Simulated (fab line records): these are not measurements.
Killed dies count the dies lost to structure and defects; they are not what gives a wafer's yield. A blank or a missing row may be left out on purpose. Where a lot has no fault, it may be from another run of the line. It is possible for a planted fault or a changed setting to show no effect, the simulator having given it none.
Chamber matching    flow nand harc    NHARC_P_BONDPAD_STRIP_15 on rie diel-03: 4 sister chambers
The step strips in O2. 4 wafers are shown with their chamber, then 8 later ones without.

WAFERS, EACH WITH ITS CHAMBER
wafer   chamber  showerhead plenum p Torr (Torr)
L083.3  1        3.30
L083.5  0        3.58
L085.5  2        3.66
L091.3  3        3.59

WAFERS WITH NO CHAMBER GIVEN
wafer   showerhead plenum p Torr (Torr)
L091.5  3.29
L091.6  3.59
L094.2  3.29
L094.3  3.58
L094.6  3.59
L097.1  3.66
L097.5  3.29
L097.6  3.66

CHAMBER TAKEN BY EACH
wafer   from the rows above      in truth
L091.5  1                        1
L091.6  can't be placed: 3 or 0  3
L094.2  1                        1
L094.3  can't be placed: 0 or 3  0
L094.6  can't be placed: 3 or 0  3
L097.1  2                        2
L097.5  1                        1
L097.6  2                        2
Correctly placed: 5 of 8. Not placeable from these rows: 3 (in 3, the candidates include the true chamber). Placed wrongly: 0.
How it was worked out, from the rows above alone: a wafer's distance from a chamber is the root of the sum, over the readings, of the square of ((its reading less the chamber's mean) divided by the reading's scatter). If the next closest chamber is less than 2 further off than the closest, the wafer can't be placed; otherwise it belongs to the closest. The mean given for a chamber averages the wafers shown for that chamber. The scatter: with one shown wafer a chamber, the root of the mean of the squares of how far each hidden wafer lies from its nearest shown one.
